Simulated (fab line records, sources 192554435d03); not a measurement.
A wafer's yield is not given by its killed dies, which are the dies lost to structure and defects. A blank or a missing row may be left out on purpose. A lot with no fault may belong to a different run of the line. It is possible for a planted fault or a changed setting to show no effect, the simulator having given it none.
fab line records ; flow n5Finfet
record lots=5; wafers=15; lastDay=19
route steps=1938 shown BEOL_M3@938 BEOL_M4@1111
lots untouched by any fault: they come from a run of this same line in which no faults occurred
startH: hours from the record's opening day to when the first of the lot's shown wafers began ; waitH: hours from the lot's prior step to this one ; " repeats the value in the row above ; L1.1+2: one row covering several wafers at once ; - no value, or no start given ; * or withheld: withheld ; < > ~ a bound
route shown NAME@n: a module of which the file shows steps, and the number in the route of the first ; usual: mean/standard deviation of fault-free wafers ; same: alike in all rows ; chamber/n: place in a boat ; sites: per-site readings ; _std_site: the values' standard deviation ; _edge_site: mean of outer sites minus mean of inner sites ; radiusMm: how far each site lies from the wafer's centre ; mask NAME#n: copy n ; behind: the tool/chamber that last shaped the wafer ; hold: cause of the lot's hold/its duration in hours/its outcome ; device: the transistor (n, p or np) that didn't switch ; end of line: the same wafers' tests at the end of the route ; for a step that has no rows: nothing shown but its recipe ; killed: dies that structure and defects cost at the first sort, which is not the same as the wafer's yield ; map: the dies of a wafer, with x for killed, . for not killed, _ for no die there
set.NAME: the setting the step ran with; set.NAME@STEP: the setting that earlier step ran with ; model.NAME: the simulator's own value behind a step, which no gauge read
lots seen at some steps along the route; tables by step, rows by wafer
services: the hour from which a tool's chamber was out of use, counted from the record's first day as startH (under 0 if before that day), plus the number of hours and why
## steps
# step N5_BEOL_M3_COAT_05
# recipe resist=CAR-EUV; spinRpm=1500; resistThkNm=30
# step N5_BEOL_M3_EBR_07
# recipe solvent=PGMEA; ebrWidthMm=1.5
# step N5_BEOL_M3_SOFTBAKE_06
# recipe tempC=110; timeS=60; resist=CAR-EUV
# step N5_BEOL_M3_EXPOSE_08
# recipe maskId=M3; na=0.33; sourceShape=dipole; sigmaInner=0.369; sigmaOuter=0.767; polarization=unpolarized; doseMj=33
# step N5_BEOL_M3_PEB_09
# recipe pebTempC=100; pebTimeS=60; resist=CAR-EUV
# step N5_BEOL_M3_DEVELOP_10
# recipe developTimeS=30; developer=TMAH; resist=CAR-EUV; rinseLiquid=surfactantRinse; dry=airSpin; devTempC=23
# step N5_BEOL_M3_CD_MEAS_11
# recipe targetCdNm=17.05; landingEnergyEv=500; detector=seInlens; polarity=opening
# usual cdNm=17.11/0.26
lot.wafer;tool;chamber;startH;waitH;cdNm
L684.1;cdSem-03;0;159.76;-;17.04
L684.3;cdSem-03;0;159.76;-;17.06
L684.6;cdSem-03;0;159.76;-;17.43
L686.2;cdSem-03;0;178.72;-;17.31
L686.3;cdSem-03;0;178.72;-;16.80
L686.4;cdSem-03;0;178.72;-;16.59
L688.4;cdSem-03;0;184.53;-;16.92
L688.5;cdSem-03;0;184.53;-;16.95
L688.6;cdSem-03;0;184.53;-;17.29
L705.3;cdSem-02;0;283.01;-;17.22
L705.5;cdSem-02;0;283.01;-;17.56
L705.6;cdSem-02;0;283.01;-;17.30
L704.1;cdSem-01;0;283.95;-;16.90
L704.4;cdSem-01;0;283.95;-;16.51
L704.5;cdSem-01;0;283.95;-;16.68
# step N5_BEOL_M3_OVL_MEAS_12
# recipe pointsPerWafer=522
# usual M3_OVL=-0.3/0.64
lot.wafer;tool;chamber;startH;waitH;M3_OVL[nm]
L684.1;overlay-02;0;159.80;0.0;0.0
L684.3;overlay-02;0;159.80;0.0;-0.5
L684.6;overlay-02;0;159.80;0.0;0.2
L686.2;overlay-02;0;178.76;0.0;0.2
L686.3;overlay-02;0;178.76;0.0;0.1
L686.4;overlay-02;0;178.76;0.0;0.4
L688.4;overlay-01;0;184.57;0.0;-0.3
L688.5;overlay-01;0;184.57;0.0;-0.4
L688.6;overlay-01;0;184.57;0.0;0.1
L705.3;overlay-02;0;283.05;0.0;-1.0
L705.5;overlay-02;0;283.05;0.0;0.0
L705.6;overlay-02;0;283.05;0.0;-1.0
L704.1;overlay-02;0;283.98;0.0;-0.1
L704.4;overlay-02;0;283.98;0.0;-0.7
L704.5;overlay-02;0;283.98;0.0;0.4
# step N5_BEOL_M3_INSPECT_13
# recipe mode=adi; inspectInstrument=brightfield
# usual rawDefectCount=429/83
lot.wafer;tool;chamber;startH;waitH;rawDefectCount
L684.1;defectInspect-01;-;159.85;0.1;387
L684.3;defectInspect-01;-;159.85;0.1;526
L684.6;defectInspect-01;-;159.85;0.1;359
L686.2;defectInspect-02;-;178.81;0.0;442
L686.3;defectInspect-02;-;178.81;0.0;450
L686.4;defectInspect-02;-;178.81;0.0;395
L688.4;defectInspect-02;-;184.62;0.0;477
L688.5;defectInspect-02;-;184.62;0.0;574
L688.6;defectInspect-02;-;184.62;0.0;418
L705.3;defectInspect-01;-;283.10;0.0;387
L705.5;defectInspect-01;-;283.10;0.0;372
L705.6;defectInspect-01;-;283.10;0.0;663
L704.1;defectInspect-01;-;284.04;0.1;330
L704.4;defectInspect-01;-;284.04;0.1;327
L704.5;defectInspect-01;-;284.04;0.1;397
# step N5_BEOL_M3_DESCUM_16
# recipe chemistry=O2; timeS=7; sourcePowerW=50; biasPowerW=20; pressureMtorr=20; rfFrequencyHz=2.712e+07; tempC=40; resist=CAR-EUV; o2FlowSccm=225
# usual drypumpMotorCurrentA=5.6/0.47; oesProductAu=0.78/0.1; rfVppV=243.4/1.4; showerheadPlenumPTorr=2.11/0.075; throttleValvePct=20.30/0.2
lot.wafer;tool;chamber;startH;waitH;drypumpMotorCurrentA;oesProductAu;rfHoursCounterH;rfVppV;showerheadPlenumPTorr;throttleValvePct
L684.1;rieDiel-03;2;160.06;0.2;5.6;0.68;228;242.2;2.14;20.21
L684.3;rieDiel-03;3;160.06;0.2;5.2;0.85;47;243.1;2.11;20.10
L684.6;rieDiel-03;3;160.06;0.2;5.2;0.86;-;243.7;2.11;20.11
L686.2;rieDiel-03;2;178.96;0.1;5.6;0.68;236;243.9;2.13;20.21
L686.3;rieDiel-03;0;178.96;0.1;5.1;0.72;200;244.7;2.15;20.40
L686.4;rieDiel-03;2;178.96;0.1;5.7;0.68;-;244.0;2.13;20.22
L688.4;rieDiel-03;0;184.83;0.2;5.1;0.71;-;244.6;2.15;20.39
L688.5;rieDiel-03;2;184.83;0.2;5.7;0.68;-;245.3;2.13;20.21
L688.6;rieDiel-03;3;184.83;0.2;5.1;0.84;-;243.4;2.11;20.13
L705.3;rieDiel-02;3;283.26;0.2;6.0;0.70;225;242.2;1.98;20.45
L705.5;rieDiel-02;2;283.26;0.2;5.6;0.71;-;243.7;2.17;20.35
L705.6;rieDiel-02;3;283.26;0.2;6.0;0.71;-;240.0;1.98;20.45
L704.1;rieDiel-02;2;284.08;0.0;5.6;0.71;223;243.7;2.17;20.35
L704.4;rieDiel-02;1;284.08;0.0;6.5;0.73;-;240.5;2.01;20.60
L704.5;rieDiel-02;2;284.08;0.0;5.6;0.71;-;244.2;2.17;20.36
# step N5_BEOL_M3_ETCH_74
# recipe chemistry=N2/H2; target=underlayer; targetDepthA=65; maskMaterial=CAR-EUV; timeS=5.2; ionEnergyEv=200; pressureMtorr=30; sourceW=840; biasW=150; n2FlowSccm=200; h2FlowSccm=200; ends=cleared
# usual drypumpMotorCurrentA=5.6/0.47; etchRfOnTimeS=5.21/0.15; h2FlowSccm=200.0/0.63; n2FlowSccm=200.1/0.61; oesProductAu=0.67/0.089; rfVppV=524.5/2.9; showerheadPlenumPTorr=2.56/0.096; throttleValvePct=17.69/0.17
lot.wafer;tool;chamber;startH;waitH;drypumpMotorCurrentA;etchRfOnTimeS;h2FlowSccm;n2FlowSccm;oesProductAu;rfHoursCounterH;rfVppV;showerheadPlenumPTorr;throttleValvePct
L684.1;rieDiel-03;2;160.10;0.0;5.7;5.48;200.0;200.9;0.57;228;526.4;2.62;17.82
L684.3;rieDiel-03;3;160.10;0.0;5.2;5.14;199.3;199.0;0.72;47;526.2;2.59;17.69
L684.6;rieDiel-03;3;160.10;0.0;5.2;5.16;199.7;199.3;0.71;-;525.7;2.59;17.67
L686.2;rieDiel-03;2;179.00;0.0;5.6;5.40;199.5;199.6;0.57;236;524.3;2.61;17.81
L686.3;rieDiel-03;0;179.00;0.0;5.1;5.01;200.0;199.7;0.62;200;525.3;2.62;17.76
L686.4;rieDiel-03;2;179.00;0.0;5.6;5.38;199.2;199.6;0.57;-;527.1;2.61;17.82
L688.4;rieDiel-03;0;184.85;0.0;5.1;5.03;199.0;199.3;0.63;-;527.1;2.61;17.76
L688.5;rieDiel-03;2;184.85;0.0;5.6;5.45;200.8;199.8;0.57;-;526.7;2.61;17.82
L688.6;rieDiel-03;3;184.85;0.0;5.1;5.15;200.1;200.3;0.71;-;526.5;2.59;17.69
L705.3;rieDiel-02;3;283.29;0.0;6.0;5.30;200.5;199.9;0.60;225;520.5;2.39;17.73
L705.5;rieDiel-02;2;283.29;0.0;5.6;5.43;199.4;200.1;0.60;-;527.2;2.62;17.79
L705.6;rieDiel-02;3;283.29;0.0;6.0;5.38;200.3;200.1;0.59;-;519.6;2.39;17.75
L704.1;rieDiel-02;2;284.12;0.0;5.6;5.39;201.1;201.3;0.59;223;524.2;2.62;17.79
L704.4;rieDiel-02;1;284.12;0.0;6.4;5.31;199.4;200.9;0.63;-;519.2;2.42;17.87
L704.5;rieDiel-02;2;284.12;0.0;5.5;5.43;201.5;199.7;0.59;-;526.0;2.62;17.79
# step N5_BEOL_M3_ETCH_63
# recipe chemistry=CF4; target=SiARC; targetDepthA=156; maskMaterial=CAR-EUV; timeS=26; ionEnergyEv=80; pressureMtorr=40; sourceW=545; biasW=36; Ar_flow_sccm=100; cf4FlowSccm=100; ends=cleared
# usual cf4FlowSccm=99.99/0.3; drypumpMotorCurrentA=5.6/0.47; etchRfOnTimeS=26.1/0.69; oesProductAu=0.67/0.088; rfVppV=184.2/1.2; showerheadPlenumPTorr=2.16/0.067; throttleValvePct=15.53/0.22
lot.wafer;tool;chamber;startH;waitH;cf4FlowSccm;drypumpMotorCurrentA;etchRfOnTimeS;oesProductAu;rfHoursCounterH;rfVppV;showerheadPlenumPTorr;throttleValvePct
L684.1;rieDiel-03;2;160.11;0.0;99.51;5.6;27.0;0.57;228;184.0;2.18;15.52
L684.3;rieDiel-03;3;160.11;0.0;99.87;5.2;25.7;0.72;47;183.4;2.18;15.40
L684.6;rieDiel-03;3;160.11;0.0;99.55;5.2;25.8;0.72;-;183.4;2.18;15.38
L686.2;rieDiel-03;2;179.01;0.0;100.22;5.6;26.9;0.58;236;186.1;2.18;15.53
L686.3;rieDiel-03;0;179.01;0.0;100.29;5.1;25.1;0.63;200;185.5;2.20;15.64
L686.4;rieDiel-03;2;179.01;0.0;99.66;5.7;26.8;0.57;-;186.6;2.18;15.53
L688.4;rieDiel-03;0;184.87;0.0;100.28;5.1;25.3;0.62;-;185.0;2.20;15.65
L688.5;rieDiel-03;2;184.87;0.0;100.21;5.6;27.1;0.57;-;186.4;2.18;15.55
L688.6;rieDiel-03;3;184.87;0.0;100.09;5.2;25.9;0.71;-;185.0;2.18;15.39
L705.3;rieDiel-02;3;283.31;0.0;99.79;6.0;26.5;0.60;225;183.6;2.05;15.82
L705.5;rieDiel-02;2;283.31;0.0;100.10;5.5;27.1;0.59;-;184.7;2.19;15.49
L705.6;rieDiel-02;3;283.31;0.0;100.28;6.0;26.5;0.60;-;180.9;2.05;15.82
L704.1;rieDiel-02;2;284.13;0.0;99.14;5.5;27.0;0.60;223;184.7;2.19;15.50
L704.4;rieDiel-02;1;284.13;0.0;99.81;6.4;26.7;0.62;-;183.0;2.07;15.84
L704.5;rieDiel-02;2;284.13;0.0;99.91;5.6;27.4;0.60;-;183.9;2.19;15.50
# step N5_BEOL_M3_ETCH_64
# recipe chemistry=N2/H2; target=SOC; targetDepthA=750; overetchA=150; maskMaterial=SiARC; tempC=40; timeS=112.5; ionEnergyEv=200; pressureMtorr=30; sourceW=840; biasW=150; n2FlowSccm=200; h2FlowSccm=200
# usual drypumpMotorCurrentA=5.6/0.47; h2FlowSccm=200.0/0.61; n2FlowSccm=200.0/0.6; oesProductAu=0.62/0.075; rfVppV=524.4/2.6; showerheadPlenumPTorr=2.56/0.096; throttleValvePct=17.65/0.17
lot.wafer;tool;chamber;startH;waitH;drypumpMotorCurrentA;h2FlowSccm;n2FlowSccm;oesProductAu;rfHoursCounterH;rfVppV;showerheadPlenumPTorr;throttleValvePct;model.SiARC_of_BEOL_M3_COAT_62.thkNm;model.BEOL_M3.cdOffsetNm
L684.1;rieDiel-03;2;160.14;0.0;5.6;200.9;201.5;0.54;228;524.9;2.62;17.78;7;0
L684.3;rieDiel-03;3;160.14;0.0;5.1;200.9;200.6;0.66;48;525.2;2.59;17.63;6.6;0.4
L684.6;rieDiel-03;3;160.14;0.0;5.1;200.3;200.1;0.66;-;524.8;2.59;17.64;6.6;0.4
L686.2;rieDiel-03;2;179.04;0.0;5.6;199.7;200.0;0.54;236;525.2;2.61;17.79;7;0
L686.3;rieDiel-03;0;179.04;0.0;5.1;199.5;199.9;0.57;200;525.6;2.62;17.71;6.6;-0.2
L686.4;rieDiel-03;2;179.04;0.0;5.6;199.8;200.3;0.54;-;526.5;2.61;17.80;7;0
L688.4;rieDiel-03;0;184.94;0.1;5.1;200.3;200.4;0.57;-;526.8;2.61;17.72;6.6;0
L688.5;rieDiel-03;2;184.94;0.1;5.6;200.1;199.1;0.49;-;525.7;2.61;17.78;5.8;0.6
L688.6;rieDiel-03;3;184.94;0.1;5.1;200.5;199.3;0.65;-;523.9;2.59;17.66;6.6;0.2
L705.3;rieDiel-02;3;283.34;0.0;6.0;200.6;200.1;0.56;225;520.0;2.39;17.67;7;0
L705.5;rieDiel-02;2;283.34;0.0;5.6;199.8;198.8;0.57;-;525.9;2.62;17.77;7;0.4
L705.6;rieDiel-02;3;283.34;0.0;6.0;199.9;198.8;0.57;-;520.4;2.39;17.69;7;0
L704.1;rieDiel-02;2;284.16;0.0;5.6;200.4;199.3;0.56;223;525.9;2.62;17.78;7;-0.2
L704.4;rieDiel-02;1;284.16;0.0;6.4;200.1;200.7;0.59;-;519.8;2.42;17.84;6.8;-0.4
L704.5;rieDiel-02;2;284.16;0.0;5.6;201.2;200.1;0.57;-;526.8;2.62;17.77;7.2;-0.4
# step N5_BEOL_M3_STRIP_65
# recipe chemistry=N2/H2; tempC=40; n2FlowSccm=200; h2FlowSccm=200; rfFrequencyHz=6e+07
# step N5_BEOL_M3_STRIP_75
# recipe chemistry=N2/H2; tempC=40; n2FlowSccm=200; h2FlowSccm=200; rfFrequencyHz=6e+07
# step N5_BEOL_M3_STRIP_66
# recipe chemistry=CF4; resist=SiARC; powerW=300; biasPowerW=75; pressureMtorr=50; cf4FlowSccm=150; rfFrequencyHz=6e+07
# usual cf4FlowSccm=149.9/0.42; drypumpMotorCurrentA=5.6/0.47; oesProductAu=0.77/0.093; rfVppV=271.4/1.7; showerheadPlenumPTorr=1.81/0.054; throttleValvePct=13.52/0.24
lot.wafer;tool;chamber;startH;waitH;cf4FlowSccm;drypumpMotorCurrentA;oesProductAu;rfHoursCounterH;rfVppV;showerheadPlenumPTorr;throttleValvePct
L684.1;rieDiel-03;2;160.27;0.0;149.3;5.6;0.68;228;272.4;1.82;13.54
L684.3;rieDiel-03;3;160.27;0.0;149.6;5.1;0.83;48;271.3;1.82;13.29
L684.6;rieDiel-03;3;160.27;0.0;150.1;5.2;0.83;-;272.0;1.82;13.30
L686.2;rieDiel-03;2;179.17;0.0;149.5;5.6;0.67;236;271.9;1.82;13.57
L686.3;rieDiel-03;0;179.17;0.0;150.3;5.1;0.71;200;271.7;1.85;13.68
L686.4;rieDiel-03;2;179.17;0.0;149.3;5.6;0.67;-;272.5;1.82;13.57
L688.4;rieDiel-03;0;185.03;0.0;149.4;5.1;0.71;-;271.5;1.85;13.68
L688.5;rieDiel-03;2;185.03;0.0;149.9;5.6;0.67;-;270.9;1.82;13.59
L688.6;rieDiel-03;3;185.03;0.0;150.0;5.2;0.82;-;270.6;1.82;13.31
L705.3;rieDiel-02;3;283.46;0.0;149.7;6.0;0.70;225;269.4;1.72;13.84
L705.5;rieDiel-02;2;283.46;0.0;149.9;5.6;0.71;-;272.3;1.84;13.55
L705.6;rieDiel-02;3;283.46;0.0;149.9;6.0;0.70;-;270.8;1.72;13.81
L704.1;rieDiel-02;2;284.29;0.0;149.9;5.6;0.71;223;271.6;1.84;13.55
L704.4;rieDiel-02;1;284.29;0.0;150.3;6.4;0.73;-;270.2;1.74;13.82
L704.5;rieDiel-02;2;284.29;0.0;150.4;5.6;0.71;-;271.5;1.84;13.58
# step N5_BEOL_M3_HM_OPEN_17
# recipe chemistry=Cl2/BCl3; targetDepthA=200; overetchA=60; target=TiN; maskMaterial=SOC; ionEnergyEv=150; pressureMtorr=10; icpW=1000; biasW=126; Cl2_flow_sccm=53.25; bcl3FlowSccm=21.75; Ar_flow_sccm=25
# usual drypumpMotorCurrentA=5.9/0.61; oesProductAu=0.70/0.067; throttleValvePct=22.04/0.18
lot.wafer;tool;chamber;startH;waitH;drypumpMotorCurrentA;oesProductAu;rfHoursCounterH;throttleValvePct;model.etch.depthNm;model.BEOL_M3.cdOffsetNm
L684.1;rieMetal-02;1;160.31;0.0;5.6;0.61;65;22.40;20.18;0
L684.3;rieMetal-02;0;160.31;0.0;6.5;0.82;-;21.89;20.16;0.6
L684.6;rieMetal-02;1;160.31;0.0;5.6;0.60;-;22.42;19.99;0.4
L686.2;rieMetal-03;1;179.21;0.0;6.7;0.71;32;21.96;20.27;0
L686.3;rieMetal-03;0;179.21;0.0;5.8;0.78;-;21.85;20.27;-0.2
L686.4;rieMetal-03;1;179.21;0.0;6.7;0.71;-;21.95;20.31;0.2
L688.4;rieMetal-03;0;185.09;0.1;5.7;0.78;-;21.87;19.79;0
L688.5;rieMetal-03;1;185.09;0.1;6.7;0.65;-;22.03;17.48;0.6
L688.6;rieMetal-03;0;185.09;0.1;5.7;0.76;-;21.86;19.61;0.2
L705.3;rieMetal-02;0;283.53;0.1;6.6;0.76;-;21.94;19.76;0
L705.5;rieMetal-02;1;283.53;0.1;5.5;0.58;-;22.45;19.75;0.2
L705.6;rieMetal-02;0;283.53;0.1;6.6;0.76;-;21.95;20.09;0
L704.1;rieMetal-02;1;284.33;0.0;5.6;0.59;77;22.44;19.82;-0.2
L704.4;rieMetal-02;0;284.33;0.0;6.6;0.76;-;21.94;20.14;-0.2
L704.5;rieMetal-02;1;284.33;0.0;5.5;0.60;-;22.44;20.17;-0.4
# step N5_BEOL_M3_STRIP_19
# recipe chemistry=O2; powerW=400; tempC=40; pressureMtorr=30; rfFrequencyHz=6e+07; biasPowerW=0; overashFraction=0.2; o2FlowSccm=225
# usual drypumpMotorCurrentA=5.6/0.44; oesProductAu=0.79/0.1; rfVppV=3.6/0.51; showerheadPlenumPTorr=2.12/0.077; throttleValvePct=16.56/0.2
lot.wafer;tool;chamber;startH;waitH;drypumpMotorCurrentA;oesProductAu;rfHoursCounterH;rfVppV;showerheadPlenumPTorr;throttleValvePct
L684.1;rieDiel-02;2;160.56;0.2;5.6;0.74;178;4.5;2.19;16.56
L684.3;rieDiel-02;3;160.56;0.2;6.0;0.73;182;3.9;2.00;16.68
L684.6;rieDiel-02;0;160.56;0.2;5.1;0.68;-;3.4;2.16;16.52
L686.2;rieDiel-03;2;179.32;0.1;5.6;0.68;236;2.8;2.14;16.56
L686.3;rieDiel-03;3;179.32;0.1;5.2;0.85;56;3.8;2.11;16.36
L686.4;rieDiel-03;0;179.32;0.1;5.1;0.71;-;3.7;2.16;16.66
L688.4;rieDiel-03;2;185.20;0.1;5.7;0.67;-;3.8;2.14;16.57
L688.5;rieDiel-03;0;185.20;0.1;5.1;0.71;-;3.7;2.16;16.68
L688.6;rieDiel-03;3;185.20;0.1;5.1;0.83;-;3.1;2.11;16.37
L705.3;rieDiel-02;2;283.79;0.2;5.6;0.71;223;3.6;2.17;16.65
L705.5;rieDiel-02;1;283.79;0.2;6.4;0.74;-;4.1;2.01;16.84
L705.6;rieDiel-02;3;283.79;0.2;6.0;0.70;-;3.2;1.98;16.79
L704.1;rieDiel-05;0;284.45;0.1;5.6;0.92;28;2.7;2.07;16.66
L704.4;rieDiel-05;0;284.45;0.1;5.6;0.92;-;3.7;2.07;16.67
L704.5;rieDiel-05;1;284.45;0.1;5.5;0.82;-;4.1;2.20;16.41
# step N5_BEOL_M4_RC_MEAS_101
# usual DIBL_N=36.0/1.9; DIBL_P=35.6/2.2; IOFF_N=0.15/0.031; IOFF_P=0.19/0.032; ION_N=668/11; ION_P=455/7.2; SS_N=71.5/0.65; SS_P=73.4/0.64; VT_N=251/3.6; VT_P=-253/3.3
lot.wafer;tool;chamber;startH;waitH;DIBL_N[mV/V];DIBL_P[mV/V];IOFF_N[nA/um];IOFF_P[nA/um];ION_N[uA/um];ION_P[uA/um];SS_N[mV/dec];SS_P[mV/dec];VT_N[mV];VT_P[mV]
L684.1;prober-02;0;193.73;0.0;38.4;38.5;0.17;0.19;676;449;72.3;74.2;249;-254
L684.3;prober-02;0;193.73;0.0;36.9;37.4;0.14;0.18;667;448;71.9;73.7;252;-254
L684.6;prober-02;0;193.73;0.0;36.8;37.4;0.14;0.17;660;451;72.2;73.3;252;-255
L686.2;prober-02;0;226.81;0.2;38.0;38.6;0.21;0.24;678;460;72.4;73.2;245;-249
L686.3;prober-02;0;226.81;0.2;35.6;35.3;0.15;0.19;671;460;71.4;72.9;253;-252
L686.4;prober-02;0;226.81;0.2;37.9;38.4;0.19;0.23;674;453;71.7;74.3;247;-251
L688.4;prober-02;0;242.13;0.5;34.6;33.7;0.12;0.16;663;444;71.3;73.2;256;-254
L688.5;prober-02;0;242.13;0.5;32.3;32.2;0.10;0.14;647;446;71.1;72.6;259;-256
L688.6;prober-02;0;242.13;0.5;34.6;33.3;0.12;0.16;641;442;71.9;72.5;256;-255
L704.1;prober-02;0;325.81;0.0;39.4;40.4;0.24;0.31;692;473;73.1;74.7;244;-243
L704.4;prober-02;0;325.81;0.0;37.2;36.9;0.18;0.23;681;465;72.0;73.5;248;-248
L704.5;prober-02;0;325.81;0.0;36.8;36.4;0.17;0.22;673;456;72.0;73.3;248;-249
L705.3;prober-02;0;334.02;0.3;31.3;31.4;0.09;0.12;643;437;70.9;73.3;258;-261
L705.5;prober-02;0;334.02;0.3;30.9;31.4;0.09;0.12;644;437;71.8;72.3;260;-263
L705.6;prober-02;0;334.02;0.3;33.4;34.2;0.12;0.14;659;441;71.5;73.0;257;-262
## services
tool;chamber;startH;hours;kind
rieDiel-05;-;154.02;2.8;pm
rieDiel-02;1;154.53;9.8;repair
rieDiel-03;1;154.81;-;clean
rieDiel-03;1;154.81;-;consumableReplace:focusRing
rieDiel-03;1;154.81;34.2;scheduledDown
rieDiel-03;1;154.81;34.2;ventCycle
rieDiel-05;3;171.94;12.6;repair
rieDiel-03;0;202.03;2.2;repair
rieMetal-03;-;221.17;2.8;pm
rieDiel-03;2;225.93;-;clean
rieDiel-03;2;225.93;-;consumableReplace:focusRing
rieDiel-03;2;225.93;25.0;scheduledDown
rieDiel-03;2;225.93;25.0;ventCycle
rieDiel-02;1;229.90;7.5;repair
rieDiel-02;0;237.40;-;clean
rieDiel-02;0;237.40;-;consumableReplace:focusRing
rieDiel-02;0;237.40;18.5;scheduledDown
rieDiel-03;-;240.30;14.6;pm
rieMetal-02;-;259.01;1.1;repair
rieMetal-02;1;266.96;4.9;repair
rieDiel-05;1;270.40;3.0;repair
rieMetal-03;1;272.82;4.8;repair
rieDiel-02;0;274.42;7.1;repair
rieMetal-02;0;284.47;3.0;repair
## key
firstSign none at tools or gauges
modelEffect step=N5_BEOL_M3_ETCH_64; value=SiARC_of_BEOL_M3_COAT_62.thkNm; without=7; struck=5.8
modelEffect step=N5_BEOL_M3_HM_OPEN_17; value=etch.depthNm; without=19.97; struck=17.48
metAt N5_BEOL_M3_ETCH_64
struckWafers L688.5
onsetBetween 179.04 184.94
fault kind=processParameterDrift; tool=rieDiel-03; chamber=-; onsetH=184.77; steps=N5_BEOL_M3_ETCH_64; channel=timeS; offset=*; shape=step; endH=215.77; scope=struckWafersOnly; actsIn=*; stated=*
